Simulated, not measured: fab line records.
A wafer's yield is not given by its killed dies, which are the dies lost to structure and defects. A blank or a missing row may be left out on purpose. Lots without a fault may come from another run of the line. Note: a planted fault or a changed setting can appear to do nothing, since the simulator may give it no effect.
Comparing a struck lot with a sound one	flow n5Finfet	23 steps out of a route of 1938
Sound: wafers L511.1, L511.3, L511.6. The struck wafers were L499.3, L499.4, L499.5. Last of all comes the cause.
Each step with rows lists, per side, the tool, then ch with its chambers, then its first start. Under that, the readings that differ: sound wafers	struck wafers	difference of the means	sigmas: that difference in standard deviations of wafers without a fault.
alike: same words and numbers on both sides, and readings whose means sit less than 2 such deviations apart. not compared: any withheld reading, any reading some wafer has no value for, any bound like >300 that may hide the same value, and any number with overlapping values for which the record gives no deviation.
The two part at a step that has a row with sigmas, a row that says differs or no value, or rows on one side only. When numbers do not overlap yet have no deviation, they are printed without sigmas and do not part them. Lack of a reading on every wafer of one side parts them only where that side has two or more wafers.

first, 9 steps without rows for these wafers: N5_BEOL_M14_EXPOSE_07 (exposes mask V13); N5_BEOL_M14_PEB_08 (peb time 90 s); N5_BEOL_M14_DEVELOP_09 (develop time 45 s); N5_BEOL_M14_HARDBAKE_14 (time 120 s); N5_BEOL_M14_DESCUM_15 (chemistry O2, time 7.9 s); N5_BEOL_M14_ETCH_59 (etches BARC in N2/H2, target depth 89 nm, overetch 26.7 nm, time 67.9 s); N5_BEOL_M14_VIA_ETCH_16 (etches SiO2 in C4F8/O2/Ar, target depth 1231.3 nm); N5_BEOL_M14_STRIP_63 (strips in O2); N5_BEOL_M14_STRIP_64 (strips in O2).
N5_BEOL_M14_STRIP_71: strips in post etch residue remover, time 60 s.
  sound on wetBench-01 ch 3,4,5, day 17 01:38; struck on wetBench-01 ch 4,5,7, day 14 04:46
then, 10 steps without rows for these wafers: N5_BEOL_M14_SRD_72 (time 30 s, dry time 30 s); N5_BEOL_M14_COAT_65 (time 60 s, resist thk 450 nm); N5_BEOL_M14_COAT_66 (time 60 s, resist thk 110 nm); N5_BEOL_M14_COAT_22 (resist thk 300 nm); N5_BEOL_M14_EBR_24; N5_BEOL_M14_SOFTBAKE_23 (time 60 s); N5_BEOL_M14_EXPOSE_25 (exposes mask M14, target cd 280 nm); N5_BEOL_M14_PEB_26 (peb time 90 s); N5_BEOL_M14_DEVELOP_27 (develop time 45 s); N5_BEOL_M14_HARDBAKE_32 (time 120 s).
N5_BEOL_M14_INSPECT_30: inspects for defects (macro).
  sound on defectInspect-02, day 17 02:04; struck on defectInspect-02, day 14 05:20
reading	sound	struck	difference	sigmas
rawDefectCount	0 1 4	>300 >300 >300	differs	
then, 1 step without rows for these wafers: N5_BEOL_M14_DESCUM_33 (chemistry O2, time 7.9 s).
N5_PASSIVATION_PROBE_49:
  the record has rows for the struck wafers here (prober-01, day 15 12:02) and none for the sound ones

## WHERE THEY PART
At N5_BEOL_M14_INSPECT_30 first; at N5_PASSIVATION_PROBE_49 last (within this record only).

WHY: what had been put in by the simulator
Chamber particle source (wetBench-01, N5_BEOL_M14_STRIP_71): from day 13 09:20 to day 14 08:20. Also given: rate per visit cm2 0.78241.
